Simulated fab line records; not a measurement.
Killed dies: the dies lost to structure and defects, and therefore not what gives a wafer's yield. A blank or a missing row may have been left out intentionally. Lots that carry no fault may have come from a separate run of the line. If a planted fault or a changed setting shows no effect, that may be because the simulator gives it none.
Problem report, 8D (eight disciplines) form, completed by code :: flow n5_finfet :: the parts of the form that need people (team, actions taken, sign-off) are left out

== 1. THE PROBLEM ==
killed_at_M4_up at N5_PASSIVATION_PROBE_49 reads a mean of 119 on 6 wafers of 2 lots; wafers without a fault read 14 with a standard deviation of 5.6. Relative to the usual mean, that is a shift of +19 standard deviations.
Seen first at day 17 01:47 on prober-02, wafer L622.2. Wafers with a number at this step in the record: 12, from 4 lots. Rule for "out" (also "out of limits"): further than 4 standard deviations from the usual mean. The other wafers with a number count as sound.

== 2. WHAT IT IS AND WHAT IT IS NOT ==
question: which readings at this step
is: killed_at_M4_up, defect_limited_yield, killed_dies, sort_n_pass, sort_yield_pct
is not: killed_at_M0_to_M3, killed_at_contacts, killed_at_front_end, killed_open, killed_short

question: which lots
is: L622, L625
is not: L613, L616

question: which wafers of those lots
is: all that have a number
is not: -

question: read on which tools
is: prober-01, prober-02
is not: -

question: when
is: from day 17 01:47
is not: up to then (6 sound wafers)

== 3. SUSPECTS, AND WHAT RULES EACH OUT ==
Counting: any tool at a process step up to the reading is kept as a suspect provided that every lot that is out went through it and no sound lot did after the first of them.
- wet_bench-01 at N5_BEOL_M7_PRECLEAN_42 (cleans in residue remover, time 60 s): kept. It ran every lot that is out, first L622 (day 13 05:20), and no sound lot after that; its last sound lot up to then is L613 (day 10 11:52).
- rie_diel-06 at N5_MIM_BOT_LITHO_DESCUM_10 (chemistry O2, time 7.9 s): kept. It ran every lot that is out, first L622 (day 16 16:24), and no sound lot after that.
Remaining after the count are wet_bench-01 at N5_BEOL_M7_PRECLEAN_42 and rie_diel-06 at N5_MIM_BOT_LITHO_DESCUM_10.

== 4. THE CAUSE (what the simulator had put in) ==
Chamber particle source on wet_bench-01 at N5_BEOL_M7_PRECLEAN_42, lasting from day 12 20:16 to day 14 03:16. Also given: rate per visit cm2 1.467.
After counting, 2 suspects remain, this tool included.

== 5. THE CHAIN OF EFFECTS, in route order ==
Rows list readings where the struck wafers' mean (over those with a number) sits beyond 3 standard deviations from the usual. Only readings whose record carries a usual standard deviation are examined. hours: median over the lots of the time between each lot's start at the first step of this table that gives one and its start at this step. sigmas: the change, counted in usual standard deviations.
hours: 0
step: N5_PASSIVATION_PROBE_49
reading: defect_limited_yield
usual: 91.0 %
on struck wafers: 82.8
change: -8.2
sigmas: -6.3

hours: 0
step: N5_PASSIVATION_PROBE_49
reading: killed_at_M4_up
usual: 14
on struck wafers: 119
change: +105
sigmas: +19

hours: 0
step: N5_PASSIVATION_PROBE_49
reading: killed_dies
usual: 107
on struck wafers: 203
change: +96
sigmas: +6.4

hours: 0
step: N5_PASSIVATION_PROBE_49
reading: sort_bin_5_function
usual: 5.3 %
on struck wafers: 10.3
change: +5.0
sigmas: +5.5

hours: 0
step: N5_PASSIVATION_PROBE_49
reading: sort_n_pass
usual: 1073
on struck wafers: 977
change: -96
sigmas: -6.4

hours: 0
step: N5_PASSIVATION_PROBE_49
reading: sort_yield_pct
usual: 91.0 %
on struck wafers: 82.8
change: -8.2
sigmas: -6.3
Here are the process steps it includes:
- N5_PASSIVATION_PROBE_49

== 6. HOW IT WOULD HAVE BEEN CAUGHT EARLIER ==
First out-of-limits reading in this record: day 17 01:47, which is 102 hours after fault onset at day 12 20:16.
By day 17 01:47, every lot that is out (2) had started N5_BEOL_M7_PRECLEAN_42 on wet_bench-01. Had the tool been put on hold then, not one of them would have been saved.
